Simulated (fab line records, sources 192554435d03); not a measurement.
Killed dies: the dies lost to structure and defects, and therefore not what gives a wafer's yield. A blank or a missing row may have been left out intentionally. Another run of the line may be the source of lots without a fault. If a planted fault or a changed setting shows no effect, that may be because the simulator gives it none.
Chamber matching / flow n5-finfet / 3 sister chambers for N5_BEOL_M9_CURE_71 on uv-cure-01
The step cures SiCOH lowk, time 240 s. 3 wafers are shown with their chamber, then 9 later ones without.

## WAFERS WITH THEIR CHAMBER
wafer=L075.6 chamber=0 wafer_temp_C_max=387.2
wafer=L082.6 chamber=2 wafer_temp_C_max=387.7
wafer=L083.6 chamber=1 wafer_temp_C_max=387.3

## WAFERS WITH NO CHAMBER GIVEN
wafer=L083.2 wafer_temp_C_max=387.8
wafer=L083.3 wafer_temp_C_max=388.6
wafer=L083.5 wafer_temp_C_max=388.7
wafer=L090.3 wafer_temp_C_max=388.3
wafer=L090.4 wafer_temp_C_max=388.3
wafer=L090.6 wafer_temp_C_max=388.1
wafer=L089.1 wafer_temp_C_max=387.2
wafer=L089.2 wafer_temp_C_max=387.4
wafer=L089.4 wafer_temp_C_max=388.7

## CHAMBER TAKEN BY EACH
wafer=L083.2; from the rows above=can't be placed: 2 or 1 or 0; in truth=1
wafer=L083.3; from the rows above=can't be placed: 2 or 1 or 0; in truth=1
wafer=L083.5; from the rows above=can't be placed: 2 or 1 or 0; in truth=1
wafer=L090.3; from the rows above=can't be placed: 2 or 1 or 0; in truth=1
wafer=L090.4; from the rows above=can't be placed: 2 or 1 or 0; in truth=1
wafer=L090.6; from the rows above=can't be placed: 2 or 1 or 0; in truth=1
wafer=L089.1; from the rows above=can't be placed: 0 or 1 or 2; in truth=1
wafer=L089.2; from the rows above=can't be placed: 1 or 0 or 2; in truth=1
wafer=L089.4; from the rows above=can't be placed: 2 or 1 or 0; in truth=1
Placed correctly: 0 of 9. Can't be placed from these rows: 9 (the true chamber is among the candidates in 9). Placed wrongly: 0.
How it was worked out, from the rows above alone: a wafer's distance from a chamber is the root of the sum, over the readings, of the square of ((its reading less the chamber's mean) divided by the reading's scatter). If the next closest chamber is less than 2 further off than the closest, the wafer can't be placed; otherwise it belongs to the closest. The mean given for a chamber averages the wafers shown for that chamber. The scatter: with one shown wafer a chamber, the root of the mean of the squares of how far each hidden wafer lies from its nearest shown one.
